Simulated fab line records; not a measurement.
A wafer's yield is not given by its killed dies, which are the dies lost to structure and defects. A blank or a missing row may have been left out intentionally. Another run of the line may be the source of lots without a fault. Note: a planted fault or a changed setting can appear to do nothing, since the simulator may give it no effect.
8D (eight disciplines) problem report, filled in by code / flow n5 finfet / the parts of the form that need people (team, actions taken, sign-off) are left out

1. THE PROBLEM
Mean RS_NWELL at N5_BEOL_M4_RC_MEAS_101: 1217 ohm/sq over 6 wafers in 2 lots; fault-free wafers: 1038 ohm/sq, standard deviation 6.6. Relative to the usual mean, that is a shift of +27 standard deviations.
Seen first at day 12 02:37 on prober-01, wafer L571.1. At this step, 27 wafers from 9 lots have a number in the record. Rule for "out" (also "out of limits"): further than 4 standard deviations from the usual mean. All remaining wafers that have a number are taken as sound.

2. WHAT IT IS AND WHAT IT IS NOT
question=which readings at this step | is=RS_NWELL | is not=DIBL_N, DIBL_P, IOFF_N, IOFF_P, ION_N, SS_N, SS_P, VT_N, VT_P
question=which lots | is=L571, L573 | is not=L556, L559, L561, L564, L574, L577, L579
question=which wafers of those lots | is=all that have a number | is not=-
question=read on which gauges | is=prober-01, prober-02 | is not=-
question=when | is=from day 12 02:37 | is not=up to then (12 sound wafers); but 9 sound wafers of L574, L577, L579 came after

3. SUSPECTS, AND WHAT RULES EACH OUT
Counting: a tool at a process step up to the reading stays a suspect if it ran every lot that is out and no sound lot after the first of them.
- ruled out: the gauge at N5_BEOL_M4_RC_MEAS_101. 2 gauges (prober-01, prober-02) read the wafers that are out.
- rie diel-01 at N5_ZERO_LAYER_ETCH_17 (etches SiO2 in CF4, target depth 12 nm, time 13.3 s): ruled out as a lasting fault. The sound lots L579 went through it after L571, its earliest lot that is out (day 5 06:43).
- implanter-01 at N5_WELL_APT_IMPLANT_14: kept. Every lot that is out went through it, starting with L571 (day 5 07:52), and after that it ran no sound lot; the last sound lot it ran before then is L564 (day 3 14:22). On those wafers its own readings are out: dose ions cm2, faraday current uA.
Remaining after the count: implanter-01 at N5_WELL_APT_IMPLANT_14.

4. THE CAUSE (what the simulator had put in)
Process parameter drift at N5_WELL_APT_IMPLANT_14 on implanter-01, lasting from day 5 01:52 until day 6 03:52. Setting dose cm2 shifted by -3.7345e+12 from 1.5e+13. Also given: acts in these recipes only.
Only this tool survived the counting.

5. THE EFFECT CHAIN, in route order
One row per reading whose mean, taken over the struck wafers that have a number, lies over 3 standard deviations from the usual. Scope: only readings with a usual standard deviation given in the record; hours: median across lots of the time from each lot's start at the first step in this table that gives one to its start at this step; sigmas: change in usual standard deviations.
hours=0; step=N5_WELL_APT_IMPLANT_14; reading=dose ions cm2; usual=1.4999e+13; on struck wafers=1.1267e+13; change=-3.7320e+12; sigmas=-99 or more
hours=0; step=N5_WELL_APT_IMPLANT_14; reading=faraday current uA; usual=190; on struck wafers=141; change=-49; sigmas=-13
hours=162; step=N5_BEOL_M4_RC_MEAS_101; reading=RS_NWELL; usual=1038 ohm/sq; on struck wafers=1217; change=+179; sigmas=+27
Its process steps:
- N5_WELL_APT_IMPLANT_14

6. HOW IT WOULD HAVE BEEN CAUGHT EARLIER
Counted from the fault's start at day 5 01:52, it took 169 hours until the first out-of-limits reading at a measuring or inspecting step in this record, taken at day 12 02:37.
Tool's own readings at N5_WELL_APT_IMPLANT_14, dose ions cm2, faraday current uA: out on all struck wafers the step has rows for; an alarm limit on them would have tripped on the first.
Lots out: 2; all had begun N5_WELL_APT_IMPLANT_14 on implanter-01 by day 12 02:37. A hold on the tool at that time would have spared none of them.
